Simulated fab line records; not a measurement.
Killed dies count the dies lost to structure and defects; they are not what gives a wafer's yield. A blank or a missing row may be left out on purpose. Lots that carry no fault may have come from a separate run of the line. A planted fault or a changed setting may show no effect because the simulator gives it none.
fab line records    flow nandHarc
record lots=11  wafers=33  lastDay=32
route steps=1302 shown P_ZERO_WELL@18 P_STI@109
lots with no fault: from the same line, run without faults
startH: hours from the record's opening day to when the first of the lot's shown wafers began    waitH: hours since the lot's step before    " repeats the value in the row above    L1.1+2: a row that stands for several wafers    - value missing, or start not given    * or withheld: withheld    < > ~ a bound
route shown NAME@n: names a module that has steps shown in the file, with the first one's number in the route    usual: average and standard deviation across the fault-free wafers    same: alike in all rows    chamber/n: place in a boat    sites: readings site by site    _std_site: the standard deviation of these    _edge_site: outer sites' mean less inner sites'    radiusMm: how far each site lies from the wafer's centre    mask NAME#n: copy n    behind: the most recent tool/chamber to have shaped the wafer    hold: why the lot was held/for how many hours/how that ended    device: the n, p or np transistor that did not switch    end of line: the same wafers' tests at the end of the route    a step with no rows: only its recipe    killed: the dies lost at the first sort to structure and to defects; this is not the yield of the wafer    map: per-die view of a wafer (x killed, . not killed, _ where there is no die)
set.NAME: setting as actually run; set.NAME@STEP: the setting as run at that earlier step    model.NAME: the simulator's own value behind a step, which no gauge read
the route's steps for a sample of lots (tables are steps, rows are wafers)
services: from which hour (startH, from the record's first day; less than 0 if before it) a tool's chamber was out of use, for how many hours, and why
## steps
# step NHARC_P_ZERO_WELL_ETCH_62
# recipe targetDepthA=130  timeS=6.5  chf3FlowSccm=50  arFlowSccm=200  rfW=500  biasW=200  chemistry=CHF3/Ar
# usual chamberPressureMTorr=24.999/0.025  drypumpMotorCurrentA=5.5/0.4  oesProductAu=0.962/0.017  rfVppV=371.4/1.9  showerheadPlenumPTorr=2.38/0.079  throttleValvePct=20.217/0.0094
lot.wafer  tool        chamber  startH  waitH  chamberPressureMTorr  drypumpMotorCurrentA  oesProductAu  rfHoursCounterH  rfVppV  showerheadPlenumPTorr  throttleValvePct
L399.4     rieDiel-08  2        -       -      24.970                5.4                   0.956         4                373.4   2.37                   20.207
L399.3     "           0        "       "      24.988                5.2                   0.989         4                371.8   2.38                   20.221
L399.1     "           1        "       "      24.972                5.8                   0.977         4                372.1   2.43                   20.215
L401.1     rieDiel-06  1        -       -      24.986                5.7                   0.955         30               370.5   2.36                   20.226
L401.4     "           2        "       "      25.000                6.6                   0.926         29               369.9   2.33                   20.228
L401.5     "           0        "       "      25.018                5.5                   0.939         -                374.4   2.52                   20.213
L402.4     rieDiel-06  0        -       -      25.021                5.5                   0.941         36               374.6   2.52                   20.210
L402.3     "           1        "       "      24.983                5.7                   0.974         34               370.7   2.36                   20.192
L402.6     "           0        "       "      24.974                5.5                   0.942         -                373.7   2.52                   20.212
L404.1     rieDiel-08  0        -       -      25.018                5.2                   0.960         16               371.6   2.38                   20.212
L404.2     "           2        "       "      25.054                5.4                   0.979         19               371.4   2.37                   20.212
L404.5     "           1        "       "      24.999                5.8                   0.961         -                371.7   2.42                   20.221
L406.3     rieDiel-07  1        -       -      25.025                5.1                   0.935         60               372.0   2.43                   20.198
L406.1     "           3        "       "      25.021                5.3                   0.927         52               369.5   2.34                   20.213
L406.4     "           0        "       "      24.973                6.2                   0.946         57               374.8   2.51                   20.211
L409.2     rieDiel-07  3        -       -      25.042                5.3                   0.982         2                370.7   2.34                   20.224
L409.5     "           2        "       "      24.985                5.3                   0.970         -                373.4   2.46                   20.216
L409.6     "           3        "       "      25.050                5.3                   0.990         -                370.4   2.34                   20.225
L410.4     rieDiel-07  2        -       -      25.022                5.2                   0.947         4                373.9   2.46                   20.211
L410.3     "           0        "       "      24.986                6.2                   0.943         5                373.5   2.51                   20.236
L410.5     "           2        "       "      25.020                5.2                   0.956         -                372.0   2.46                   20.213
L411.2     rieDiel-08  0        -       -      24.974                5.2                   0.980         38               371.4   2.37                   20.210
L411.6     "           3        "       "      24.988                5.5                   0.956         -                369.2   2.24                   20.212
L411.5     "           0        "       "      25.032                5.2                   0.975         -                371.1   2.37                   20.229
L414.4     rieDiel-08  3        -       -      24.965                5.5                   0.968         54               368.8   2.23                   20.224
L414.2     "           0        "       "      24.990                5.2                   0.974         47               371.8   2.37                   20.225
L414.3     "           1        "       "      25.018                5.8                   0.955         47               374.0   2.41                   20.222
L416.4     rieDiel-06  3        -       -      24.989                5.9                   0.954         25               370.4   2.35                   20.212
L416.5     "           0        "       "      24.986                5.5                   0.976         -                375.1   2.50                   20.222
L416.6     "           1        "       "      25.027                5.7                   0.995         -                371.2   2.35                   20.227
L419.1     rieDiel-07  1        -       -      25.018                5.0                   0.961         36               373.0   2.42                   20.220
L419.3     "           0        "       "      25.019                6.1                   0.961         35               372.0   2.50                   20.211
L419.5     "           1        "       "      25.010                5.0                   0.959         -                372.4   2.42                   20.211
# step NHARC_P_ZERO_WELL_ETCH_63
# recipe targetDepthA=1200  timeS=40.1  hbrFlowSccm=150  cl2FlowSccm=50  rfW=400  icpW=400  biasW=100  chemistry=HBr/Cl2
# usual chamberPressureMTorr=15.000/0.014  drypumpMotorCurrentA=5.63/0.3  heBacksideLeakSccm=2.75/0.26  oesProductAu=0.998/0.01  throttleValvePct=26.405/0.0084
lot.wafer  tool      chamber  startH  waitH  chamberPressureMTorr  drypumpMotorCurrentA  heBacksideLeakSccm  oesProductAu  rfHoursCounterH  throttleValvePct
L399.4     rieSi-02  3        41.53   -      14.986                5.65                  2.72                1.000         0.66             26.401
L399.3     "         0        "       "      14.989                5.11                  2.54                0.999         0.50             26.396
L399.1     "         2        "       "      14.999                5.18                  3.03                0.993         0.68             26.404
L401.1     rieSi-02  0        61.76   -      15.008                5.12                  2.55                1.002         0.58             26.405
L401.4     "         2        "       "      14.993                5.20                  2.93                0.989         0.72             26.416
L401.5     "         0        "       "      15.005                5.14                  2.57                1.003         -                26.414
L402.3     rieSi-05  0        71.90   -      14.997                6.27                  2.82                0.998         0.78             26.403
L402.4     "         3        "       "      14.981                5.77                  2.86                1.000         0.69             26.413
L402.6     "         1        "       "      14.997                5.63                  2.49                0.996         -                26.421
L404.2     rieSi-05  1        91.65   -      15.014                5.64                  2.63                0.998         0.86             26.400
L404.1     "         2        "       "      14.993                5.72                  2.96                1.008         0.80             26.414
L404.5     "         1        "       "      14.982                5.66                  2.66                1.005         -                26.399
L406.1     rieSi-01  3        111.78  -      14.988                5.80                  2.64                0.982         0.45             26.393
L406.4     "         0        "       "      15.013                5.99                  2.55                0.975         0.49             26.395
L406.3     "         1        "       "      14.997                5.57                  2.25                0.990         0.52             26.393
L409.2     rieSi-01  3        141.69  -      15.000                5.79                  2.68                1.008         0.68             26.402
L409.6     "         1        "       "      14.976                5.56                  2.52                1.003         -                26.398
L409.5     "         2        "       "      15.004                5.74                  2.95                1.008         -                26.405
L410.4     rieSi-01  2        151.65  -      15.021                5.71                  2.79                0.999         0.70             26.406
L410.3     "         0        "       "      15.003                5.96                  2.73                0.984         0.76             26.400
L410.5     "         3        "       "      14.986                5.80                  2.54                1.007         -                26.409
L411.2     rieSi-05  3        161.80  -      14.997                5.77                  2.66                0.999         0.19             26.387
L411.5     "         2        "       "      14.997                5.74                  3.08                0.994         -                26.397
L411.6     "         3        "       "      15.026                5.75                  2.96                1.009         -                26.399
L414.4     rieSi-01  1        191.54  -      14.995                5.55                  2.35                1.005         0.98             26.416
L414.2     "         2        "       "      15.011                5.66                  2.76                1.000         1.03             26.402
L414.3     "         0        "       "      15.013                5.98                  2.59                0.982         0.97             26.405
L416.4     rieSi-02  1        211.66  -      15.001                5.54                  2.92                0.995         0.59             26.399
L416.6     "         0        "       "      14.982                5.09                  2.60                1.002         -                26.401
L416.5     "         1        "       "      15.017                5.56                  2.88                0.982         -                26.407
L419.1     rieSi-05  3        241.55  -      14.975                5.75                  2.33                1.001         0.69             26.405
L419.3     "         0        "       "      15.026                6.23                  2.65                0.981         0.64             26.406
L419.5     "         2        "       "      15.014                5.73                  2.94                1.011         -                26.404
# step NHARC_P_ZERO_WELL_PEB_22
# recipe pebTempC=118  pebTimeS=85
# usual exhaustPa=45.0/0.81  heaterPowerTotalW=163.98/0.27  plateTempC=117.98/0.14
lot.wafer  tool           chamber  startH  waitH  exhaustPa  heaterPowerTotalW  plateTempC
L399.1     lithoTrack-03  0        42.37   0.1    44.9       164.10             118.00
L399.3     "              0        "       "      44.7       163.77             118.06
L399.4     "              0        "       "      44.6       164.20             117.85
L401.1     lithoTrack-05  0        62.60   0.1    44.3       163.64             117.90
L401.4     "              0        "       "      45.0       163.69             118.19
L401.5     "              0        "       "      45.3       163.65             117.94
L402.3     lithoTrack-03  0        72.74   0.1    46.4       164.31             117.98
L402.4     "              0        "       "      45.6       164.23             117.92
L402.6     "              0        "       "      45.3       163.57             117.95
L404.1     lithoTrack-03  0        92.49   0.1    44.3       164.15             118.06
L404.2     "              0        "       "      44.4       164.38             118.05
L404.5     "              0        "       "      43.7       163.73             117.98
L406.1     lithoTrack-03  0        112.62  0.1    44.3       164.14             118.03
L406.3     "              0        "       "      43.7       164.35             117.89
L406.4     "              0        "       "      45.6       163.93             117.90
L409.2     lithoTrack-05  0        142.37  0.1    44.6       164.13             118.08
L409.5     "              0        "       "      46.1       164.13             118.09
L409.6     "              0        "       "      45.4       164.22             118.07
L410.3     lithoTrack-07  0        152.37  0.1    44.3       163.77             118.00
L410.4     "              0        "       "      45.1       163.78             118.06
L410.5     "              0        "       "      45.2       163.62             117.96
L411.2     lithoTrack-05  0        162.50  0.1    44.6       164.37             117.91
L411.5     "              0        "       "      44.3       164.54             118.06
L411.6     "              0        "       "      44.9       163.64             117.93
L414.2     lithoTrack-05  0        192.37  0.1    45.2       164.06             117.92
L414.3     "              0        "       "      44.2       164.33             117.91
L414.4     "              0        "       "      44.2       163.74             117.85
L416.4     lithoTrack-05  0        212.36  0.0    44.0       176.88             124.55
L416.5     "              0        "       "      45.0       177.01             124.48
L416.6     "              0        "       "      44.3       175.35             124.65
L419.1     lithoTrack-05  0        242.36  0.1    45.1       175.94             124.62
L419.3     "              0        "       "      45.6       175.32             124.48
L419.5     "              0        "       "      45.4       176.92             124.53
# step NHARC_P_ZERO_WELL_CD_MEAS_24
# recipe targetCdNm=720  landingEnergyEv=500
# usual cdNm=717.9/1.7
lot.wafer  tool      chamber  startH  waitH  hold                     cdNm
L399.1     cdSem-01  0        42.46   -      -                        719.7
L399.3     "         0        "       "      -                        720.9
L399.4     "         0        "       "      -                        718.9
L401.1     cdSem-02  0        62.69   -      -                        719.3
L401.4     "         0        "       "      -                        719.4
L401.5     "         0        "       "      -                        717.6
L402.3     cdSem-02  0        72.83   -      -                        716.4
L402.4     "         0        "       "      -                        713.9
L402.6     "         0        "       "      -                        715.6
L404.1     cdSem-02  0        92.58   -      -                        720.8
L404.2     "         0        "       "      -                        715.4
L404.5     "         0        "       "      -                        715.6
L406.1     cdSem-02  0        112.72  -      -                        716.3
L406.3     "         0        "       "      -                        717.7
L406.4     "         0        "       "      -                        716.4
L409.2     cdSem-03  0        142.46  -      -                        718.9
L409.5     "         0        "       "      -                        717.2
L409.6     "         0        "       "      -                        721.2
L410.3     cdSem-02  0        152.46  -      -                        719.5
L410.4     "         0        "       "      -                        721.0
L410.5     "         0        "       "      -                        720.6
L411.2     cdSem-02  0        162.59  -      -                        717.1
L411.5     "         0        "       "      -                        717.6
L411.6     "         0        "       "      -                        714.0
L414.2     cdSem-03  0        192.46  -      -                        718.5
L414.3     "         0        "       "      -                        716.9
L414.4     "         0        "       "      -                        716.9
L416.4     cdSem-02  0        212.45  -      awaitDispo/0.2h/release  724.3
L416.5     "         0        "       "      awaitDispo/0.2h/release  723.8
L416.6     "         0        "       "      awaitDispo/0.2h/release  725.9
L416.4     cdSem-02  0        -       -      -                        724.9
L416.5     "         0        "       "      -                        724.0
L416.6     "         0        "       "      -                        726.3
L419.1     cdSem-01  0        242.45  -      awaitDispo/0.2h/release  727.2
L419.3     "         0        "       "      awaitDispo/0.2h/release  726.9
L419.5     "         0        "       "      awaitDispo/0.2h/release  723.2
L419.1     cdSem-01  0        -       -      -                        727.3
L419.3     "         0        "       "      -                        726.5
L419.5     "         0        "       "      -                        723.3
# step NHARC_P_STI_INSPECT_25
# usual rawDefectCount=222/77
lot.wafer  tool              chamber  startH  waitH  rawDefectCount
L399.1     defectInspect-02  -        98.03   0.4    256
L399.3     "                 -        "       "      190
L399.4     "                 -        "       "      258
L401.1     defectInspect-01  -        113.02  0.4    190
L401.4     "                 -        "       "      229
L401.5     "                 -        "       "      206
L402.3     defectInspect-01  -        120.28  0.4    391
L402.4     "                 -        "       "      232
L402.6     "                 -        "       "      150
L404.1     defectInspect-01  -        139.30  0.4    229
L404.2     "                 -        "       "      210
L404.5     "                 -        "       "      185
L406.1     defectInspect-02  -        164.79  0.4    113
L406.3     "                 -        "       "      129
L406.4     "                 -        "       "      146
L409.2     defectInspect-01  -        188.69  0.4    179
L409.5     "                 -        "       "      156
L409.6     "                 -        "       "      172
L410.3     defectInspect-01  -        200.48  0.4    202
L410.4     "                 -        "       "      228
L410.5     "                 -        "       "      293
L411.2     defectInspect-01  -        216.49  0.4    365
L411.5     "                 -        "       "      235
L411.6     "                 -        "       "      270
L414.2     defectInspect-01  -        240.37  0.4    112
L414.3     "                 -        "       "      140
L414.4     "                 -        "       "      189
L416.4     defectInspect-02  -        261.03  0.4    132
L416.5     "                 -        "       "      106
L416.6     "                 -        "       "      193
L419.1     defectInspect-02  -        293.18  0.4    157
L419.3     "                 -        "       "      202
L419.5     "                 -        "       "      125
## services
tool           chamber  startH  hours  kind
rieDiel-07     0        22.71   -      clean
rieDiel-07     1        22.71   -      clean
rieDiel-07     2        22.71   -      clean
rieDiel-07     3        22.71   -      clean
rieSi-01       0        25.00   -      clean
rieSi-01       1        25.00   -      clean
rieSi-01       2        25.00   -      clean
rieDiel-07     -        65.31   0.4    repair
lithoTrack-07  -        76.00   7.0    pm
lithoTrack-03  -        100.00  7.0    pm
rieSi-02       -        100.00  9.0    pm
rieDiel-07     -        117.20  9.0    pm
lithoTrack-05  -        124.00  7.0    pm
rieDiel-07     0        127.55  1.2    repair
rieSi-05       -        128.00  9.0    pm
rieDiel-06     -        130.74  9.0    pm
rieDiel-08     2        140.96  1.7    repair
rieSi-02       -        143.41  1.8    repair
rieSi-01       3        161.24  4.3    repair
rieSi-05       -        163.35  0.6    repair
rieDiel-07     2        184.42  8.1    repair
rieSi-01       -        193.00  9.0    pm
rieDiel-08     -        194.10  9.0    pm
rieDiel-06     2        213.07  3.7    repair
## key
firstSign step=NHARC_P_ZERO_WELL_PEB_22  reading=plateTempC  direction=up  sigmas=47  usual=*  struck=*
effect step=NHARC_P_ZERO_WELL_PEB_22  reading=heaterPowerTotalW  direction=up  sigmas=45  usual=*  struck=*
effect step=NHARC_P_ZERO_WELL_CD_MEAS_24  reading=visit  direction=added
metAt NHARC_P_ZERO_WELL_PEB_22
struckLots L416,L419
testerLeftOut L416,L419
notActingAt NHARC_P_ZERO_WELL_ETCH_62,NHARC_P_ZERO_WELL_ETCH_63,NHARC_P_STI_INSPECT_25
onsetBetween 192.37 212.36
fault kind=processParameterDrift  tool=lithoTrack-05  chamber=-  onsetH=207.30  steps=NHARC_P_ZERO_WELL_PEB_22  channel=pebTempC  offset=*  shape=step  endH=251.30  actsIn=*  stated=*
# testerLeftOut: of these lots the tester's yield and bins aren't shown, on N5 and GAA mostly nor the transistor test; their killed dies are dies lost to structure and defects alone, not to doping, threshold or leakage, so they don't give the yield
